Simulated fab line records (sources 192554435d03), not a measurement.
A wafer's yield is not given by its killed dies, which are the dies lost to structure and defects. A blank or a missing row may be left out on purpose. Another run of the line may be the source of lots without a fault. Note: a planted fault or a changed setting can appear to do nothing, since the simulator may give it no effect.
What tool caused it? + flow n5-finfet + 9 lots with 27 wafers sampled at 6 steps, on a route of 1938 steps

WHAT THE GAUGES SHOWED, per wafer
N5_STI_FIN_REVEAL_FIN_H_MEAS_10.
| lot  | measured    | on     | trench-depth-nm (nm) |
|------|-------------|--------|----------------------|
| L161 | day 2 18:33 | ocd-02 | 50.8 50.9 50.9       |
| L164 | day 3 08:15 | ocd-02 | 51.9 52.3 52.2       |
| L165 | day 3 12:49 | ocd-01 | 52.0 52.0 51.2       |
| L167 | day 4 00:49 | ocd-02 | 52.5 52.5 51.7       |
| L169 | day 4 13:13 | ocd-02 | 51.6 51.9 50.9       |
| L181 | day 7 14:36 | ocd-02 | 54.1 53.6 53.3       |
| L182 | day 7 22:43 | ocd-02 | 54.2 54.1 53.5       |
| L183 | day 8 04:51 | ocd-02 | 54.1 53.7 53.8       |
| L184 | day 8 09:46 | ocd-02 | 52.2 51.7 52.3       |

N5_BEOL_M4_RC_MEAS_101.
| lot  | measured     | on        | DIBL_N (mV/V)  | DIBL_P (mV/V)  | IOFF_N (nA/um) | IOFF_P (nA/um) | ION_N (uA/um) | ION_P (uA/um) | SS_N (mV/dec)  | SS_P (mV/dec)  | VT_N (mV)   | VT_P (mV)      |
|------|--------------|-----------|----------------|----------------|----------------|----------------|---------------|---------------|----------------|----------------|-------------|----------------|
| L161 | day 8 00:26  | prober-02 | 35.2 37.8 35.8 | 33.4 36.8 34.4 | 0.12 0.17 0.14 | 0.18 0.23 0.19 | 658 676 672   | 453 464 459   | 71.4 71.9 71.5 | 72.0 73.4 72.6 | 252 248 252 | -254 -248 -250 |
| L164 | day 8 16:58  | prober-02 | 35.0 33.2 33.3 | 34.4 31.5 32.3 | 0.14 0.10 0.11 | 0.18 0.13 0.15 | 666 647 650   | 453 440 452   | 71.1 70.8 70.9 | 73.2 72.8 72.7 | 249 256 256 | -254 -256 -253 |
| L165 | day 8 23:09  | prober-02 | 36.8 35.0 36.5 | 38.7 37.0 38.6 | 0.17 0.15 0.16 | 0.20 0.18 0.21 | 675 675 675   | 453 458 453   | 71.6 70.9 71.7 | 73.8 73.1 73.9 | 250 253 253 | -254 -255 -252 |
| L167 | day 9 08:29  | prober-01 | 34.8 36.4 36.4 | 35.7 37.8 36.9 | 0.14 0.16 0.17 | 0.19 0.22 0.21 | 674 675 680   | 460 467 458   | 71.6 71.6 70.6 | 72.7 73.9 73.1 | 251 249 247 | -250 -249 -251 |
| L169 | day 11 13:41 | prober-02 | 36.3 34.7 33.9 | 35.8 33.7 32.3 | 0.16 0.13 0.11 | 0.24 0.20 0.17 | 670 658 627   | 465 463 450   | 72.2 71.6 72.0 | 72.4 72.2 72.4 | 252 251 259 | -246 -250 -250 |
| L181 | day 13 08:12 | prober-02 | 35.6 34.7 33.1 | 35.2 35.2 32.4 | 0.17 0.17 0.12 | 0.19 0.19 0.15 | 713 698 690   | 478 472 463   | 71.5 71.0 71.0 | 72.9 72.8 72.7 | 246 246 251 | -253 -252 -256 |
| L182 | day 14 05:52 | prober-01 | 37.4 36.4 39.4 | 38.4 36.5 39.6 | 0.20 0.17 0.23 | 0.24 0.21 0.27 | 719 698 712   | 486 476 482   | 72.1 71.7 72.4 | 74.3 73.6 74.4 | 245 246 243 | -248 -249 -250 |
| L183 | day 14 01:46 | prober-02 | 36.1 33.1 33.7 | 35.8 32.1 32.7 | 0.16 0.12 0.13 | 0.19 0.15 0.16 | 695 684 692   | 471 473 472   | 71.3 70.7 70.5 | 73.9 71.9 72.3 | 251 254 252 | -249 -256 -252 |
| L184 | day 14 14:23 | prober-01 | 36.8 37.2 36.1 | 37.1 37.9 36.1 | 0.19 0.20 0.18 | 0.22 0.24 0.21 | 680 679 684   | 459 459 462   | 71.8 72.0 72.0 | 73.0 73.4 72.6 | 248 246 245 | -249 -248 -251 |

WHICH TOOL RAN EACH LOT (tool, then ch and the chambers of the sampled wafers, then the start)
| lot  | N5_STI_FIN_REVEAL_ALD_14         | N5_STI_FIN_REVEAL_CMP_04     | N5_STI_FIN_REVEAL_ETCHBACK_08     | N5_STI_FIN_REVEAL_OXIDATION_31      |
|------|----------------------------------|------------------------------|-----------------------------------|-------------------------------------|
| L161 | ald-sin-03 ch 1,3, day 2 09:05   | cmp-01 ch 0,3, day 2 14:07   | rie-diel-05 ch 2,3, day 2 15:15   | plasma-asher-01 ch 0,1, day 2 17:43 |
| L164 | ald-sin-02 ch 1,2, day 2 22:53   | cmp-01 ch 1,2,3, day 3 04:34 | rie-diel-05 ch 1,3, day 3 05:04   | plasma-asher-02 ch 0,1, day 3 07:32 |
| L165 | ald-sin-04 ch 0,1,3, day 3 04:01 | cmp-04 ch 0,1,2, day 3 09:08 | rie-diel-02 ch 1,2,3, day 3 09:38 | plasma-asher-01 ch 0, day 3 12:05   |
| L167 | ald-sin-04 ch 0,1, day 3 16:01   | cmp-04 ch 0,3, day 3 21:03   | rie-diel-02 ch 1,2,3, day 3 21:43 | plasma-asher-01 ch 0,1, day 4 00:12 |
| L169 | ald-sin-03 ch 0,1,3, day 4 04:41 | cmp-02 ch 1,3, day 4 09:46   | rie-diel-06 ch 0,1,2, day 4 10:16 | plasma-asher-02 ch 0,1, day 4 12:40 |
| L181 | ald-sin-03 ch 1,2,3, day 7 05:38 | cmp-04 ch 0,1,3, day 7 10:41 | rie-diel-02 ch 0,2,3, day 7 11:39 | plasma-asher-02 ch 1, day 7 14:04   |
| L182 | ald-sin-04 ch 0,1,2, day 7 13:57 | cmp-04 ch 0,1,2, day 7 18:59 | rie-diel-02 ch 1,2,3, day 7 19:44 | plasma-asher-02 ch 0,1, day 7 22:10 |
| L183 | ald-sin-02 ch 2,3, day 7 20:19   | cmp-01 ch 0,1,3, day 8 01:23 | rie-diel-02 ch 1,2,3, day 8 01:53 | plasma-asher-02 ch 0,1, day 8 04:18 |
| L184 | ald-sin-04 ch 0,3, day 8 01:14   | cmp-02 ch 1,2, day 8 06:17   | rie-diel-05 ch 1,2,3, day 8 06:49 | plasma-asher-02 ch 0,1, day 8 09:14 |
- N5_STI_FIN_REVEAL_ALD_14: deposits Si3N4, target thk 3 nm.
- N5_STI_FIN_REVEAL_CMP_04: polishes, stops on Si3N4, t overpolish 4 s, target thk 131.83 nm.
- N5_STI_FIN_REVEAL_ETCHBACK_08: etches SiO2 in C4F6/O2, target depth 30.5 nm, time 10.167 s.
- N5_STI_FIN_REVEAL_OXIDATION_31: chemistry O2 PLASMA REMOTE, time 20 s.

AS READ BY THE TOOLS THEMSELVES (means over the sampled wafers that have a number; for cases with no such wafer, the mark the record gives instead)
N5_STI_FIN_REVEAL_ALD_14.
| lot  | tool       | chamber-pressure-Torr (Torr) | heater-power-w (W) |
|------|------------|------------------------------|--------------------|
| L161 | ald-sin-03 | 1.995                        | 739                |
| L164 | ald-sin-02 | 1.994                        | 814                |
| L165 | ald-sin-04 | 1.998                        | 877                |
| L167 | ald-sin-04 | 1.998                        | 796                |
| L169 | ald-sin-03 | 2.002                        | 762                |
| L181 | ald-sin-03 | 2.004                        | 794                |
| L182 | ald-sin-04 | 1.999                        | 812                |
| L183 | ald-sin-02 | 2.000                        | 755                |
| L184 | ald-sin-04 | 1.997                        | 795                |

N5_STI_FIN_REVEAL_CMP_04.
| lot  | tool   | motor-current-A (A) | overpolish-run-s (s) | slurry-flow-ml-min | time-to-endpoint-s (s) |
|------|--------|---------------------|----------------------|--------------------|------------------------|
| L161 | cmp-01 | 8.6                 | 3.999                | 149.9              | 100                    |
| L164 | cmp-01 | 8.2                 | 3.997                | 149.7              | 96                     |
| L165 | cmp-04 | 7.5                 | 4.002                | 150.5              | 101                    |
| L167 | cmp-04 | 6.9                 | 3.997                | 150.1              | 100                    |
| L169 | cmp-02 | 6.8                 | 4.001                | 150.2              | 106                    |
| L181 | cmp-04 | 7.3                 | 3.999                | 150.2              | 107                    |
| L182 | cmp-04 | 7.6                 | 4.009                | 149.4              | 104                    |
| L183 | cmp-01 | 8.7                 | 4.001                | 150.4              | 100                    |
| L184 | cmp-02 | 7.2                 | 4.004                | 149.7              | 111                    |

N5_STI_FIN_REVEAL_ETCHBACK_08.
| lot  | tool        | drypump-motor-current-A (A) | oes-product-au (a.u.) | rf-vpp-V (V) | showerhead-plenum-p-Torr (Torr) | throttle-valve-pct (%) |
|------|-------------|-----------------------------|-----------------------|--------------|---------------------------------|------------------------|
| L161 | rie-diel-05 | 6.0                         | 0.81                  | 667          | 2.85                            | 21.37                  |
| L164 | rie-diel-05 | 6.3                         | 0.85                  | 679          | 2.88                            | 20.90                  |
| L165 | rie-diel-02 | 6.2                         | 0.82                  | 663          | 2.92                            | 21.10                  |
| L167 | rie-diel-02 | 6.2                         | 0.82                  | 663          | 2.92                            | 21.11                  |
| L169 | rie-diel-06 | 5.4                         | 0.72                  | 671          | 2.80                            | 21.50                  |
| L181 | rie-diel-02 | 5.8                         | 0.78                  | 675          | 2.85                            | 21.26                  |
| L182 | rie-diel-02 | 6.2                         | 0.78                  | 664          | 2.91                            | 21.16                  |
| L183 | rie-diel-02 | 6.2                         | 0.78                  | 663          | 2.90                            | 21.17                  |
| L184 | rie-diel-05 | 6.2                         | 0.78                  | 672          | 2.84                            | 21.20                  |

N5_STI_FIN_REVEAL_OXIDATION_31.
| lot  | tool            | drypump-motor-current-A (A) | heater-power-w (W) |
|------|-----------------|-----------------------------|--------------------|
| L161 | plasma-asher-01 | 5.95                        | 142                |
| L164 | plasma-asher-02 | 5.94                        | 111                |
| L165 | plasma-asher-01 | 6.08                        | 147                |
| L167 | plasma-asher-01 | 6.00                        | 142                |
| L169 | plasma-asher-02 | 5.87                        | 116                |
| L181 | plasma-asher-02 | 5.78                        | 120                |
| L182 | plasma-asher-02 | 5.95                        | 113                |
| L183 | plasma-asher-02 | 5.93                        | 111                |
| L184 | plasma-asher-02 | 5.95                        | 113                |

THE ANSWER, worked out from the rows above alone
Rule: what is usual is taken from the lots themselves. Put in order of their means at a reading, lots are off if they are a third of the lots or fewer, leave a main group of 4 or more, and stand apart from it by a gap of 3 or more times the standard deviation of the main group's means; of several such gaps the widest counts. A main group whose means are all the same, to the digits that the tables above print for the reading, isn't used. Also off: a lot with no number at a reading for which 4 or more lots have one. The other lots that the step has rows for count as sound. First the gauges in route order, then the tools' own readings, where a lot's mean is used as printed above. The first step at which some lot is off is used, and at that step the reading that is off furthest; a lot without a number counts as furthest.
Off, at N5_STI_FIN_REVEAL_FIN_H_MEAS_10 on trench-depth-nm: L181, L182, L183. The main group: mean 51.8 nm, standard deviation 0.47.
A tool fits if, at a process step before that reading, it ran every lot that is off, and no sound lot after the first of them. The gauges at N5_STI_FIN_REVEAL_FIN_H_MEAS_10 are tried like those tools. One candidate fits, namely rie-diel-02 at N5_STI_FIN_REVEAL_ETCHBACK_08. A fault onset in the window from L167 (day 3 21:43, its last sound lot) to L181 (day 7 11:39, its first lot off) fits.

WHAT THE SIMULATOR HAD PUT IN
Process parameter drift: rie-diel-02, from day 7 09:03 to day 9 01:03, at N5_STI_FIN_REVEAL_ETCHBACK_08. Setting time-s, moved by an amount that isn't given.
Shown lots that were struck: L181, L182, L183. The same result came from the rule above.
